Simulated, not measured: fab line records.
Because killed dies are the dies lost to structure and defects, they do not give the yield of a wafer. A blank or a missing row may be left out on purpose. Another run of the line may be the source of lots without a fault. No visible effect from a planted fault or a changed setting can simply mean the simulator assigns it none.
Matching of chambers || flow nand harc || NHARC_P_M1_PRE_CLEAN_32 on pecvd-02: 3 sister chambers
The step time 12 s. 6 wafers are shown with their chamber, then 7 later ones without.

## WAFERS WITH THEIR CHAMBER
{"wafer": "L709.2", "chamber": 0, "susceptor temp C (C)": 369.89, "heater power outer w (W)": 417}
{"wafer": "L709.6", "chamber": 1, "susceptor temp C (C)": 369.80, "heater power outer w (W)": 427}
{"wafer": "L713.1", "chamber": 0, "susceptor temp C (C)": 369.70, "heater power outer w (W)": 471}
{"wafer": "L713.6", "chamber": 2, "susceptor temp C (C)": 370.14, "heater power outer w (W)": 436}
{"wafer": "L714.1", "chamber": 1, "susceptor temp C (C)": 370.04, "heater power outer w (W)": 417}
{"wafer": "L714.3", "chamber": 2, "susceptor temp C (C)": 369.97, "heater power outer w (W)": 340}

## WAFERS WITH NO CHAMBER GIVEN
{"wafer": "L714.6", "susceptor temp C (C)": 369.92, "heater power outer w (W)": 414}
{"wafer": "L716.3", "susceptor temp C (C)": 369.88, "heater power outer w (W)": 354}
{"wafer": "L716.4", "susceptor temp C (C)": 369.75, "heater power outer w (W)": 379}
{"wafer": "L716.5", "susceptor temp C (C)": 369.50, "heater power outer w (W)": 353}
{"wafer": "L718.3", "susceptor temp C (C)": 370.12, "heater power outer w (W)": 401}
{"wafer": "L718.5", "susceptor temp C (C)": 369.93, "heater power outer w (W)": 400}
{"wafer": "L718.6", "susceptor temp C (C)": 370.36, "heater power outer w (W)": 436}

## THE CHAMBER EACH PASSED THROUGH
{"wafer": "L714.6", "from the rows above": "can't be placed: 1 or 0 or 2", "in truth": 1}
{"wafer": "L716.3", "from the rows above": "can't be placed: 2 or 1 or 0", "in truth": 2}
{"wafer": "L716.4", "from the rows above": "can't be placed: 0 or 1 or 2", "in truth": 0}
{"wafer": "L716.5", "from the rows above": "can't be placed: 0 or 1 or 2", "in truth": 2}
{"wafer": "L718.3", "from the rows above": "can't be placed: 2 or 1 or 0", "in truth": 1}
{"wafer": "L718.5", "from the rows above": "can't be placed: 1 or 2 or 0", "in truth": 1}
{"wafer": "L718.6", "from the rows above": "can't be placed: 2 or 1 or 0", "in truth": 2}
Correctly placed: 0 of 7. These rows do not allow placing 7 (true chamber among the candidates in 7). 0 placed wrongly.
How it was worked out, from the rows above alone: a wafer's distance from a chamber is the root of the sum, over the readings, of the square of ((its reading less the chamber's mean) divided by the reading's scatter). If the next closest chamber is less than 2 further off than the closest, the wafer can't be placed; otherwise it belongs to the closest. For every chamber, the mean is computed from those of its wafers that are shown. The scatter: the root of (the sum of the squares of (reading less its chamber's mean) over the shown wafers, divided by (wafers less chambers)).
